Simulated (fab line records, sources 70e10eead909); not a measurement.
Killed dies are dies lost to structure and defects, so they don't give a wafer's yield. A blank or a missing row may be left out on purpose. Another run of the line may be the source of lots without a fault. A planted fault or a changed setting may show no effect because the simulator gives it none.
A struck lot beside a sound one :: flow nand-harc :: 13 steps out of a route of 1159
Sound: the wafers L116.2, L116.3, L116.5. Struck: wafers L120.1, L120.3, L120.5. The cause is given at the end.
For every step that has rows: the tool of each side, followed by ch and its chambers, followed by its first start. Under that, the readings that differ: sound wafers :: struck wafers :: difference of the means :: sigmas: that difference in standard deviations of wafers without a fault.
alike: readings with means less than 2 such deviations apart, plus words and numbers identical on both sides. not compared: withheld readings, readings lacking a value on some wafer, bounds such as >300 that could conceal the same value, and numbers that have no deviation in the record and whose values overlap.
Wherever a step has rows on one side only, a row that says differs or no value, or a row with sigmas, the two part there. Numbers that have no deviation but don't overlap get no sigmas and don't part them. A reading missing from all wafers of one side parts the sides only when that side holds two or more wafers.

NHARC_A_STAIRCASE_ETCH_170: etches the open film in C4F6/O2, target depth 200 nm, time 66.667 s.
  sound on rie-diel-08 ch 1,3; struck on rie-diel-08 ch 1,3
  alike: chamber-pressure-mTorr, drypump-motor-current-A, oes-product-au, rf-vpp-V, showerhead-plenum-p-Torr, throttle-valve-pct
  not compared: rf-hours-counter-h
NHARC_A_STAIRCASE_STRIP_171: strips in O2.
  sound on plasma-asher-01 ch 0, day 10 16:57; struck on plasma-asher-02 ch 0,1, day 12 02:31
  alike: drypump-motor-current-A, heater-power-w
  not compared: rf-hours-counter-h
then, 10 steps without rows for these wafers: NHARC_A_STAIRCASE_STRIP_172 (strips in SPM, time 900 s); NHARC_A_STAIRCASE_PRECLEAN_173 (cleans in SC1); NHARC_A_STAIRCASE_SRD_174; NHARC_A_STAIRCASE_DEHYDRATE_01 (time 120 s); NHARC_A_STAIRCASE_HMDS_02 (time 30 s); NHARC_A_STAIRCASE_COAT_03; NHARC_A_STAIRCASE_SOFTBAKE_04 (time 170 s); NHARC_A_STAIRCASE_EBR_05; NHARC_A_STAIRCASE_EXPOSE_06 (exposes mask STAIR); NHARC_A_STAIRCASE_PEB_07 (peb time 130 s).
NHARC_A_STAIRCASE_DEVELOP_08: time 140 s.
  struck on litho-track-05, day 12 03:00; sound on litho-track-07 ch 0, day 10 17:00
  no value came back on the struck wafers for chill-plate-temp-C (C), exhaust-pa (Pa); on the sound wafers chill-plate-temp-C (C) reads 22.97 23.15 23.11

WHERE THEY PART
Only at NHARC_A_STAIRCASE_DEVELOP_08, as far as this record shows.

WHY: the cause the simulator had injected
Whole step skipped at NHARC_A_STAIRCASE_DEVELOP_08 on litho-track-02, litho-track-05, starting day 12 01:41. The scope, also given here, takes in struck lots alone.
